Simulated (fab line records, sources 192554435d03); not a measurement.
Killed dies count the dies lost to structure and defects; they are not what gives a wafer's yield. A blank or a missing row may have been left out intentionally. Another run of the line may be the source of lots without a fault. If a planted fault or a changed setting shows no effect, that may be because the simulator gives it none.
Chamber matching	flow n5 finfet	uv cure-03 running N5_BEOL_M6_CURE_75: 3 sister chambers
The step cures SiCOH lowk, time 120 s. 6 wafers are shown with their chamber, then 12 later ones without.

== WAFERS WITH THEIR CHAMBER ==
wafer	chamber	wafer_temp_C_max	lamp power pct (%)
L076.3	1	372.0	52.30
L076.5	1	372.4	52.26
L084.2	2	371.9	52.33
L084.4	2	371.4	52.26
L088.5	0	372.3	52.27
L088.6	0	372.3	52.32

== WAFERS WITHOUT THEIR CHAMBER ==
wafer	wafer_temp_C_max	lamp power pct (%)
L096.2	372.6	52.25
L096.4	372.6	52.31
L096.6	372.3	52.35
L090.1	371.8	52.34
L090.3	371.5	52.32
L090.5	372.5	52.33
L090.2	372.4	52.34
L090.4	371.7	52.34
L090.6	371.8	52.33
L095.3	372.1	52.30
L095.4	372.0	52.31
L095.6	372.1	52.35

== THE CHAMBER EACH PASSED THROUGH ==
wafer	from the rows above	in truth
L096.2	can't be placed: 0 or 1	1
L096.4	can't be placed: 0 or 1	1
L096.6	can't be placed: 0 or 1 or 2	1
L090.1	can't be placed: 2 or 1 or 0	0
L090.3	2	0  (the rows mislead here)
L090.5	can't be placed: 0 or 1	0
L090.2	can't be placed: 0 or 1 or 2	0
L090.4	can't be placed: 2 or 1 or 0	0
L090.6	can't be placed: 2 or 1 or 0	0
L095.3	can't be placed: 1 or 0 or 2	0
L095.4	can't be placed: 1 or 0 or 2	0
L095.6	can't be placed: 0 or 1 or 2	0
0 of 12 placed correctly. Not placeable from these rows: 11 (in 11, the candidates include the true chamber). 1 placed wrongly.
How it was worked out, from the rows above alone: a wafer's distance from a chamber is the root of the sum, over the readings, of the square of ((its reading less the chamber's mean) divided by the reading's scatter). If the next closest chamber is less than 2 further off than the closest, the wafer can't be placed; otherwise it belongs to the closest. Each chamber's mean is taken over the wafers shown for it. How the scatter is found: for the shown wafers, subtract from each reading the mean of its chamber, square and add these, divide the total by (wafers less chambers), then take the root.
